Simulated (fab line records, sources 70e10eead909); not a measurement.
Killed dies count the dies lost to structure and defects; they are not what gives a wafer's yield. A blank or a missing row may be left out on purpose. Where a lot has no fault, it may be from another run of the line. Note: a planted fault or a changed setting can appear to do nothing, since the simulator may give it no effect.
fab line records    flow nand_harc
record lots=7  wafers=21  last_day=23
route steps=1159 shown A_STAIRCASE@572 END@1159
lots untouched by any fault: they come from a run of this same line in which no faults occurred
start_h: start of the lot's first displayed wafer, in hours after the record's first day    wait_h: hours elapsed since this lot's preceding step    " unchanged from the row above    L1.1+2: several wafers, shown together as one row    - no value, or no start was given    * or withheld: withheld    < > ~ a bound
route shown NAME@n: names a module that has steps shown in the file, with the first one's number in the route    usual: the fault-free wafers' mean and standard deviation    same: alike in all rows    chamber/n: place in a boat    sites: per-site readings    _std_site: standard deviation of those values    _edge_site: mean of outer sites minus mean of inner sites    radius_mm: for every site, how far away it sits from the centre of the wafer    mask NAME#n: copy n    behind: tool/chamber where the wafer was last shaped    hold: why the lot went on hold/how many hours it stayed there/how the hold came to an end    device: the transistor (n, p or np) that didn't switch    end of line: the route-end tests of the same wafers    a step given without rows: its recipe and nothing more    killed: the dies lost at the first sort to structure and to defects; this is not the yield of the wafer    map: a wafer's dies, x killed, . not, _ none there
set.NAME: the run value of the setting; set.NAME@STEP: its run value at that earlier step    model.NAME: the simulator's own value behind a step, which no gauge read
a table for each step, a row for each wafer; lots at some steps of the route
services: a tool's chamber out of use, with start hour (start_h, from the record's first day; less than 0 if before it), hours out, and reason
## steps
# step NHARC_A_STAIRCASE_COAT_178
# recipe spin_rpm=1200
# step NHARC_A_STAIRCASE_SOFTBAKE_179
# recipe temp_c=135  time_s=170
# step NHARC_A_STAIRCASE_EBR_180
# step NHARC_A_STAIRCASE_EXPOSE_181
# recipe na=0.5  dose_mj=27.87  mask_id=STAIR_2
# step NHARC_A_STAIRCASE_PEB_182
# recipe peb_temp_c=115  peb_time_s=130
# step NHARC_A_STAIRCASE_DEVELOP_183
# recipe time_s=140
# step NHARC_A_STAIRCASE_HARDBAKE_185
# recipe temp_c=120  time_s=140
# step NHARC_A_STAIRCASE_DESCUM_186
# recipe time_s=3  o2_flow_sccm=200  ar_flow_sccm=0  bias_power_w=0  chemistry=O2
# usual chamber_pressure_mTorr=60.01/0.1  drypump_motor_current_A=5.7/0.56  oes_product_au=0.999/0.0089  rf_vpp_V=58.0/0.96  showerhead_plenum_p_Torr=1.95/0.098  throttle_valve_pct=11.313/0.0081
lot.wafer  tool         chamber  start_h  wait_h  chamber_pressure_mTorr  drypump_motor_current_A  oes_product_au  rf_hours_counter_h  rf_vpp_V  showerhead_plenum_p_Torr  throttle_valve_pct
L858.2     rie_diel-02  0        238.80   -       59.94                   5.7                      0.999           30                  59.2      2.07                      11.302
L858.3     "            1        "        "       60.10                   5.3                      0.997           30                  58.4      1.97                      11.301
L858.5     "            0        "        "       59.99                   5.7                      1.013           -                   58.7      2.07                      11.314
L862.1     rie_diel-02  1        272.06   -       60.03                   5.2                      1.005           43                  59.0      1.97                      11.316
L862.3     "            3        "        "       60.04                   5.4                      0.994           43                  59.6      1.77                      11.320
L862.5     "            1        "        "       59.99                   5.3                      0.992           -                   58.4      1.97                      11.317
L867.1     rie_diel-08  3        286.54   -       59.95                   6.3                      0.996           54                  57.2      1.97                      11.315
L867.2     "            0        "        "       59.95                   6.0                      0.984           61                  57.7      1.98                      11.309
L867.6     "            1        "        "       60.02                   6.5                      1.008           -                   56.6      1.96                      11.306
L866.3     rie_diel-08  0        286.58   -       60.02                   6.0                      0.981           61                  58.8      1.98                      11.321
L866.1     "            1        "        "       60.07                   6.4                      1.009           43                  58.6      1.96                      11.318
L866.5     "            0        "        "       59.94                   6.0                      0.987           -                   58.0      1.98                      11.300
L868.3     rie_diel-08  0        299.70   -       59.99                   5.9                      0.975           66                  58.5      1.98                      11.322
L868.1     "            1        "        "       60.01                   6.5                      0.994           49                  59.2      1.96                      11.315
L868.6     "            3        "        "       59.88                   6.3                      0.995           -                   59.0      1.97                      11.305
L877.1     rie_diel-02  0        350.27   -       59.98                   5.7                      0.987           3                   59.4      2.05                      11.321
L877.4     "            1        "        "       60.02                   5.3                      0.994           3                   58.5      1.96                      11.301
L877.5     "            3        "        "       60.01                   5.4                      0.998           -                   58.5      2.08                      11.323
L881.3     rie_diel-07  3        363.46   -       59.88                   5.8                      0.987           46                  58.8      1.79                      11.300
L881.2     "            0        "        "       60.03                   4.7                      1.001           44                  59.3      2.06                      11.320
L881.5     "            0        "        "       60.01                   4.7                      1.000           -                   58.8      2.06                      11.317
# step NHARC_A_STAIRCASE_TRIM_187
# recipe time_s=211.2  o2_flow_sccm=500  ar_flow_sccm=0  bias_w=0  chemistry=O2
# usual chamber_pressure_mTorr=60.01/0.055  drypump_motor_current_A=5.7/0.56  oes_product_au=0.999/0.0079  rf_vpp_V=57.9/0.89  showerhead_plenum_p_Torr=3.58/0.16  throttle_valve_pct=17.035/0.0087
# same bias_w=0
lot.wafer  tool         chamber  start_h  wait_h  chamber_pressure_mTorr  drypump_motor_current_A  oes_product_au  rf_hours_counter_h  rf_vpp_V  showerhead_plenum_p_Torr  throttle_valve_pct
L858.2     rie_diel-02  3        238.90   0.1     60.01                   5.4                      1.001           31                  58.0      3.30                      17.033
L858.3     "            0        "        "       60.00                   5.7                      0.999           30                  57.7      3.79                      17.018
L858.5     "            3        "        "       60.01                   5.4                      0.990           -                   58.4      3.30                      17.051
L862.3     rie_diel-02  3        272.16   0.1     59.90                   5.4                      0.994           43                  57.6      3.29                      17.031
L862.1     "            1        "        "       60.00                   5.3                      1.008           43                  58.7      3.63                      17.037
L862.5     "            3        "        "       59.91                   5.4                      0.994           -                   57.8      3.29                      17.054
L867.1     rie_diel-08  0        286.62   0.1     60.00                   6.0                      0.993           61                  59.7      3.65                      17.036
L867.2     "            1        "        "       60.04                   6.5                      1.006           43                  57.3      3.62                      17.034
L867.6     "            0        "        "       59.95                   6.0                      0.996           -                   58.8      3.65                      17.039
L866.1     rie_diel-08  0        286.71   0.1     60.01                   5.9                      0.988           61                  59.1      3.65                      17.039
L866.3     "            3        "        "       59.97                   6.3                      1.004           54                  58.0      3.63                      17.027
L866.5     "            0        "        "       60.06                   6.0                      0.992           -                   58.6      3.65                      17.045
L868.1     rie_diel-08  1        299.77   0.1     59.99                   6.5                      1.009           49                  56.8      3.61                      17.051
L868.3     "            3        "        "       60.05                   6.3                      0.997           61                  59.0      3.62                      17.043
L868.6     "            2        "        "       59.98                   6.3                      1.017           -                   58.2      3.32                      17.031
L877.4     rie_diel-02  0        350.35   0.1     59.98                   5.7                      0.991           3                   59.8      3.77                      17.052
L877.1     "            1        "        "       60.06                   5.3                      0.999           3                   60.0      3.61                      17.028
L877.5     "            0        "        "       59.97                   5.7                      0.992           -                   57.9      3.77                      17.042
L881.2     rie_diel-07  0        363.59   0.1     60.05                   4.7                      1.011           44                  58.8      3.78                      17.035
L881.3     "            1        "        "       60.00                   4.9                      1.003           47                  58.1      3.56                      17.029
L881.5     "            0        "        "       60.07                   4.8                      1.006           -                   58.7      3.78                      17.030
# step NHARC_A_STAIRCASE_ETCH_188
# recipe target_depth_a=1000  time_s=40.5  ion_energy_ev=400  c4f8_flow_sccm=20  o2_flow_sccm=10  ar_flow_sccm=withheld  rf_w=600  bias_w=1000  chemistry=C4F8/O2
# usual bias_w=1000/3  chamber_pressure_mTorr=25.001/0.022  oes_product_au=0.939/0.013  rf_vpp_V=898/6.1
lot.wafer  tool         chamber  start_h  wait_h  bias_w  chamber_pressure_mTorr  oes_product_au  rf_hours_counter_h  rf_vpp_V
L858.2     rie_diel-02  0        -        -       1002    24.971                  0.944           30                  906
L858.3     "            1        "        "       993     24.965                  0.948           30                  900
L858.5     "            3        "        "       1001    24.996                  0.950           -                   887
L862.3     rie_diel-02  1        -        -       999     24.990                  0.934           43                  898
L862.1     "            3        "        "       1004    25.021                  0.938           43                  890
L862.5     "            0        "        "       1001    25.024                  0.937           -                   905
L867.1     rie_diel-08  2        -        -       998     24.965                  0.943           64                  888
L867.2     "            1        "        "       993     24.999                  0.946           43                  899
L867.6     "            3        "        "       999     25.006                  0.941           -                   900
L866.3     rie_diel-08  1        -        -       998     25.017                  0.932           43                  899
L866.1     "            2        "        "       998     24.996                  0.924           64                  889
L866.5     "            0        "        "       1000    24.993                  0.911           -                   899
L868.3     rie_diel-08  0        -        -       1001    25.001                  0.943           66                  900
L868.1     "            1        "        "       1005    24.974                  0.955           49                  900
L868.6     "            0        "        "       1000    25.001                  0.945           -                   900
L877.1     rie_diel-02  3        -        -       1001    25.030                  0.942           2                   906
L877.4     "            0        "        "       1002    25.009                  0.936           3                   905
L877.5     "            1        "        "       996     24.998                  0.944           -                   901
L881.2     rie_diel-07  2        -        -       1002    24.992                  0.924           48                  896
L881.3     "            3        "        "       1001    25.036                  0.931           46                  887
L881.5     "            0        "        "       999     25.024                  0.926           -                   905
# step NHARC_A_STAIRCASE_TRIM_189
# recipe time_s=211.2  o2_flow_sccm=500  ar_flow_sccm=0  bias_w=0  chemistry=O2
# usual chamber_pressure_mTorr=60.00/0.054  drypump_motor_current_A=5.7/0.55  oes_product_au=0.999/0.0076  rf_vpp_V=57.8/0.92  showerhead_plenum_p_Torr=3.58/0.17  throttle_valve_pct=17.035/0.0086
# same bias_w=0
lot.wafer  tool         chamber  start_h  wait_h  chamber_pressure_mTorr  drypump_motor_current_A  oes_product_au  rf_hours_counter_h  rf_vpp_V  showerhead_plenum_p_Torr  throttle_valve_pct
L858.3     rie_diel-02  0        -        -       59.97                   5.7                      1.004           30                  59.5      3.79                      17.055
L858.2     "            1        "        "       60.04                   5.3                      0.998           30                  59.2      3.63                      17.025
L858.5     "            0        "        "       59.98                   5.7                      1.000           -                   59.6      3.79                      17.037
L862.3     rie_diel-02  1        -        -       60.06                   5.3                      1.001           43                  58.1      3.63                      17.041
L862.1     "            3        "        "       60.03                   5.4                      1.000           43                  56.8      3.29                      17.030
L862.5     "            3        "        "       60.04                   5.4                      1.003           -                   56.6      3.29                      17.032
L867.2     rie_diel-08  3        -        -       60.06                   6.3                      1.011           55                  58.2      3.63                      17.029
L867.1     "            0        "        "       60.05                   6.0                      1.001           61                  57.8      3.65                      17.035
L867.6     "            2        "        "       59.93                   6.3                      1.002           -                   57.8      3.32                      17.041
L866.1     rie_diel-08  3        -        -       60.09                   6.4                      1.002           55                  59.8      3.63                      17.030
L866.3     "            1        "        "       59.94                   6.5                      1.001           44                  56.8      3.61                      17.029
L866.5     "            0        "        "       59.97                   5.9                      0.981           -                   57.9      3.65                      17.039
L868.3     rie_diel-08  1        -        -       59.98                   6.5                      1.004           49                  57.4      3.61                      17.039
L868.1     "            0        "        "       60.09                   6.0                      0.985           66                  57.4      3.65                      17.045
L868.6     "            1        "        "       59.94                   6.5                      1.000           -                   58.4      3.61                      17.026
L877.4     rie_diel-02  0        -        -       59.99                   5.7                      0.998           3                   57.4      3.77                      17.049
L877.1     "            1        "        "       59.96                   5.3                      0.991           3                   58.2      3.61                      17.048
L877.5     "            0        "        "       59.94                   5.7                      1.002           -                   58.8      3.77                      17.041
L881.3     rie_diel-07  1        -        -       59.92                   4.8                      0.988           47                  57.0      3.56                      17.051
L881.2     "            3        "        "       60.01                   5.7                      0.992           46                  57.5      3.31                      17.023
L881.5     "            1        "        "       59.94                   4.8                      0.986           -                   58.8      3.56                      17.044
# step NHARC_A_STAIRCASE_ETCH_190
# recipe target_depth_a=1000  time_s=40.5  ion_energy_ev=400  c4f8_flow_sccm=20  o2_flow_sccm=10  ar_flow_sccm=withheld  rf_w=600  bias_w=1000  chemistry=C4F8/O2
# usual bias_w=1000.1/2.8  chamber_pressure_mTorr=25.002/0.022  oes_product_au=0.938/0.011  rf_vpp_V=898/6
lot.wafer  tool         chamber  start_h  wait_h  bias_w  chamber_pressure_mTorr  oes_product_au  rf_hours_counter_h  rf_vpp_V
L858.3     rie_diel-02  0        239.27   -       998.7   24.990                  0.960           30                  904
L858.2     "            3        "        "       995.5   25.013                  0.958           31                  887
L858.5     "            0        "        "       998.1   24.997                  0.940           -                   905
L862.3     rie_diel-02  0        272.75   -       1001.1  24.992                  0.929           42                  906
L862.1     "            1        "        "       1003.5  24.981                  0.933           43                  898
L862.5     "            1        "        "       997.9   25.001                  0.935           -                   898
L867.2     rie_diel-08  1        287.06   -       997.6   24.946                  0.938           44                  898
L867.1     "            2        "        "       1002.4  25.022                  0.791           64                  888
L867.6     "            0        "        "       998.9   25.036                  0.778           -                   900
L866.1     rie_diel-08  1        287.14   -       997.6   24.978                  0.781           44                  899
L866.3     "            2        "        "       1002.4  24.984                  0.934           64                  888
L866.5     "            3        "        "       997.6   25.001                  0.947           -                   899
L868.3     rie_diel-08  0        300.16   -       996.8   25.007                  0.943           66                  901
L868.1     "            1        "        "       996.6   25.016                  0.795           49                  899
L868.6     "            0        "        "       999.9   24.995                  0.794           -                   902
L877.4     rie_diel-02  3        350.77   -       1004.4  25.008                  0.935           2                   907
L877.1     "            0        "        "       1000.1  25.014                  0.924           3                   905
L877.5     "            3        "        "       1003.9  24.998                  0.933           -                   905
L881.3     rie_diel-07  2        364.15   -       1007.9  25.001                  0.940           49                  897
L881.2     "            0        "        "       1001.1  25.008                  0.940           45                  904
L881.5     "            3        "        "       1003.5  25.039                  0.936           -                   887
# step NHARC_A_STAIRCASE_TRIM_191
# recipe time_s=211.2  o2_flow_sccm=500  ar_flow_sccm=0  bias_w=0  chemistry=O2
# usual chamber_pressure_mTorr=60.00/0.055  drypump_motor_current_A=5.7/0.56  oes_product_au=0.998/0.0087  rf_vpp_V=57.8/1  showerhead_plenum_p_Torr=3.57/0.17  throttle_valve_pct=17.035/0.0096
# same bias_w=0
lot.wafer  tool         chamber  start_h  wait_h  chamber_pressure_mTorr  drypump_motor_current_A  oes_product_au  rf_hours_counter_h  rf_vpp_V  showerhead_plenum_p_Torr  throttle_valve_pct
L858.2     rie_diel-02  3        -        -       60.11                   5.4                      0.993           31                  57.3      3.30                      17.043
L858.3     "            0        "        "       59.99                   5.7                      0.993           30                  59.3      3.79                      17.035
L858.5     "            2        "        "       60.04                   6.3                      1.006           -                   57.7      3.57                      17.020
L862.3     rie_diel-02  0        -        -       59.96                   5.7                      1.010           42                  58.7      3.78                      17.034
L862.1     "            1        "        "       60.05                   5.3                      1.005           43                  58.9      3.63                      17.021
L862.5     "            0        "        "       59.94                   5.7                      1.001           -                   60.5      3.78                      17.025
L867.2     rie_diel-08  0        -        -       60.02                   6.0                      0.987           61                  59.5      3.65                      17.033
L867.1     "            2        "        "       59.98                   6.3                      0.999           64                  57.7      3.32                      17.017
L867.6     "            1        "        "       59.87                   6.5                      1.016           -                   59.5      3.62                      17.014
L866.3     rie_diel-08  1        -        -       59.98                   6.5                      0.998           44                  57.2      3.61                      17.037
L866.1     "            3        "        "       60.03                   6.4                      1.003           55                  58.5      3.63                      17.026
L866.5     "            0        "        "       59.96                   6.0                      0.985           -                   57.6      3.65                      17.035
L868.1     rie_diel-08  1        -        -       60.01                   6.5                      1.000           49                  57.0      3.61                      17.032
L868.3     "            2        "        "       60.03                   6.3                      1.013           70                  56.6      3.31                      17.044
L868.6     "            1        "        "       60.02                   6.5                      1.013           -                   57.2      3.61                      17.010
L877.1     rie_diel-02  2        -        -       60.02                   6.2                      0.991           3                   57.4      3.56                      17.013
L877.4     "            3        "        "       60.11                   5.4                      1.008           2                   58.8      3.81                      17.035
L877.5     "            2        "        "       59.94                   6.3                      0.989           -                   58.5      3.56                      17.025
L881.3     rie_diel-07  2        -        -       60.04                   5.1                      1.001           49                  58.7      3.54                      17.041
L881.2     "            3        "        "       60.02                   5.8                      0.996           46                  56.2      3.31                      17.040
L881.5     "            0        "        "       59.87                   4.7                      1.001           -                   57.6      3.78                      17.034
# step NHARC_END_SORT_01
# recipe temp_c=25
# usual killed_at_array=26/9.9  killed_at_other=0.8/1  killed_at_periphery=2.8/2.2  killed_dies=29/9.9  killed_open=3.2/1.8  killed_short=2.1/1.4
# same gross_dies=677
lot.wafer  tool       chamber  start_h  wait_h  killed_at_array  killed_at_other  killed_at_periphery  killed_dies  killed_open  killed_short
L866.1     prober-01  0        490.28   2.5     657              0                3                    660          5            1
L867.1     prober-02  0        496.50   2.5     657              1                2                    660          3            1
L867.6     prober-02  0        500.56   4.1     647              0                1                    648          2            1
L868.1     prober-01  0        504.34   2.5     655              0                1                    656          1            3
L868.6     prober-01  0        508.32   4.0     634              0                3                    637          5            3
# killed by level:class
L866.1 A_STAIRCASE:area_etch=624 A_CHANNEL_HOLE_D1:chamber_film_flake=12 A_SLIT:chamber_film_flake=9 A_CONTACT:chamber_film_flake=5 A_CONTACT:geometric_particle:open=2 A_STAIRCASE:chamber_film_flake=2 P_GATE:geometric_particle:open=1 P_M0:geometric_particle:open=1
L867.1 A_STAIRCASE:area_etch=624 A_CONTACT:chamber_film_flake=14 A_STAIRCASE:chamber_film_flake=13 A_CHANNEL_HOLE_D1:chamber_film_flake=2 P_GATE:geometric_particle:open=1 A_WL_FILL:geometric_particle:open=1 A_CONTACT:geometric_particle:open=1 A_M0:geometric_particle:short=1
L867.6 A_STAIRCASE:area_etch=624 A_CONTACT:chamber_film_flake=8 A_STAIRCASE:chamber_film_flake=5 A_CHANNEL_HOLE_D1:chamber_film_flake=4 A_WL_FILL:chamber_film_flake=2 P_M0:geometric_particle:open=1 A_WL_FILL:geometric_particle:open=1 A_CONTACT:geometric_particle:short=1
L868.1 A_STAIRCASE:area_etch=638 A_CHANNEL_HOLE_D1:chamber_film_flake=7 A_STAIRCASE:chamber_film_flake=4 A_CONTACT:chamber_film_flake=2 P_CONTACT:geometric_particle:short=1 A_CHANNEL_FILL_D1:geometric_particle:short=1 A_WL_FILL:geometric_particle:short=1 A_CONTACT:geometric_particle:open=1
L868.6 A_STAIRCASE:area_etch=618 A_CHANNEL_HOLE_D1:chamber_film_flake=4 A_CONTACT:chamber_film_flake=4 A_STAIRCASE:chamber_film_flake=3 P_CONTACT:geometric_particle:open=2 P_CONTACT:geometric_particle:short=1 A_CHANNEL_HOLE_D1:geometric_particle:short=1 A_CHANNEL_FILL_D1:geometric_particle:short=1
# map L866.1 (x killed, . not)
____________x____________
_________xxxxxxx_________
_______.xxxxxxxxxx_______
______xxxxxxxxxxxxx______
_____xxxxxxxxxxxxxx._____
____xxxxxxxxxxxxxxxxx____
____xxxxxxxxxxxxxxxxx____
___xxxxxxxxxxxxxxxxxxx___
___xxxxxxxxxxxxxxxxxxx___
__xxxxxxxxxxxxxxxxxxxxx__
__xxxxxxxxxxxxxxxxxxxxx__
_xxxxxxxxxxxxxxxxxxxxxxx_
_xxxxxxxxxxxxxxxxxxxx.xx_
_.xx.xxxxxxxxxxxxxxxxxxx_
_xxxxxxxxxxxxxxxxxxxxxxx_
_.xxxxxxxxxxxxxxxxxxxxxx_
.xxxxxxxxxxxxxxxxxxxxxxx.
xxxxxxxxxxxxxxxxxxxxxxxxx
xxxxxxxxxxxxxxxxxxxxxxx..
xxxxxxxxxxxxxxxxxxxxxxxxx
xxxxxxxxxxxxxxxxxxxxxxxxx
_xxxxxxxxxxxxxxxxxxxxxxx_
_xxxxxxxxxxxxxxxxxxxxxxx_
_xxxxxxxxxxxxxxxxxxxxxxx_
_xxxxxxxxxxxxxxxxxxxxxxx_
_.xxxxxxxxxxxxxxx.xxxxxx_
__xxxxxxxxxxxxxxxxxxxxx__
__xxxxxxxxxxxxxxxxxxxx.__
___xxxxxxxxxxxxxxxxxxx___
___xxxxx.xxxxxxxxxxxxx___
____xxxxxxxxxxxxxxx.x____
____xxxxxxxxxxxxxxx.x____
_____xxxxxxxxxxxxxxx_____
______xxxxxxxxxxxxx______
_______xxxxxxxxxx._______
_________xxxxxxx_________
____________x____________
# map L867.1 (x killed, . not)
____________x____________
_________xxxxxxx_________
_______xxxxxxxxxxx_______
______xxxxxxxxxxxxx______
_____xxxxxxx.xxxxxxx_____
____xxxxxxxxxxxxxxxxx____
____.xxxxxxxxxxxxxxxx____
___xxxxxxxx.xxxxxxxxxx___
___xxxx.xx.xxxxxx.xxxx___
__xxxxxxxxxxxxxxxxxxxxx__
__xxxxxxxxxxxxxxxxxxxxx__
_xxxxxxxxxxxxxxxxxxxxxxx_
_xxx.xxxxxxxxxxxxxxxxxxx_
_xxxxxxxxxxxxxxxxxxxxxxx_
_xxxxx.xxxxxxxxxxxxxxxxx_
_xxxxxxxxxxxxxxxxxxxxxxx_
xxxxxxxxxxxxxxxxxxxxxxxxx
xxxxxxxxxxxxxxxxxxxxxxxxx
xxxx.xxxxxxxxxxxxxxxxxxxx
x.xxxxxxxxxxxxxxxxxxxxxxx
.xxxxxxxxxxxxxxxxxxxxxxxx
_.xxxxxxxxxxxxxxxxxxxxxx_
_xxxxxxxxxxxxxxxxxxxxxxx_
_xxxxxxxxxxxxxxxxxxxxxxx_
_xxxxxxxxxxx.xxxxxxxxxxx_
_xxxxxxxxxxxxxxxxxxxxxx._
__xxxxxxxxxxxxxxxxxxxxx__
__xxxxxxxxxxxxxxxxxxxxx__
___xxxxxxxxxx.xxxxxxxx___
___xxx.xxxxxxxxxxxxxxx___
____xxx.xxxxxxxxxxxxx____
____xxxxxxxxxxxxxxxxx____
_____xxxxxxxxxxxxxxx_____
______xxxxxxxxxxxxx______
_______xxxxxxxxxxx_______
_________xxxxxxx_________
____________x____________
## services
tool         chamber  start_h  hours  kind
rie_diel-07  -        228.33   9.0    pm
rie_diel-08  0        232.51   -      clean
rie_diel-08  1        232.51   -      clean
rie_diel-08  2        232.51   -      clean
rie_diel-08  3        232.51   -      clean
rie_diel-02  0        233.31   -      clean
rie_diel-02  1        233.31   -      clean
rie_diel-02  2        233.31   -      clean
rie_diel-02  3        233.31   -      clean
rie_diel-02  2        253.28   25.0   repair
rie_diel-08  0        257.16   -      clean
rie_diel-08  1        257.16   -      clean
rie_diel-08  2        257.16   -      clean
rie_diel-08  3        257.16   -      clean
rie_diel-02  0        257.81   -      clean
rie_diel-02  1        257.81   -      clean
rie_diel-02  3        257.81   -      clean
rie_diel-08  0        281.71   -      clean
rie_diel-08  1        281.71   -      clean
rie_diel-08  2        281.71   -      clean
rie_diel-08  3        281.71   -      clean
rie_diel-02  0        282.41   -      clean
rie_diel-02  -        327.77   9.0    pm
rie_diel-02  3        338.36   6.1    repair
## key
first_sign step=NHARC_A_STAIRCASE_ETCH_190  reading=oes_product_au  direction=down  sigmas=14  usual=0.938  struck=0.788
effect step=NHARC_END_SORT_01  reading=killed_at_array  direction=up  sigmas=63  usual=26  struck=650
more_kills_born_at NHARC_A_STAIRCASE_ETCH_190@rie_diel-08=3128
met_at NHARC_A_STAIRCASE_ETCH_190
struck_wafers L866.1,L867.1,L867.6,L868.1,L868.6
later_rows_left_out L866.1,L867.1,L867.6,L868.1,L868.6
tester_left_out L866,L867,L868
fault kind=process_parameter_drift  tool=rie_diel-08  chamber=-  onset_h=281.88  steps=NHARC_A_STAIRCASE_ETCH_190  channel=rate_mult  offset=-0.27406  shape=step  end_h=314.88  scope=struck_wafers_only
# tester_left_out: of these lots the tester's yield and bins aren't shown, on N5 and GAA mostly nor the transistor test; their killed dies are dies lost to structure and defects alone, not to doping, threshold or leakage, so they don't give the yield
# later_rows_left_out: the simulator's readings of these wafers behind a module that went badly wrong aren't trusted and aren't shown, but for the sort
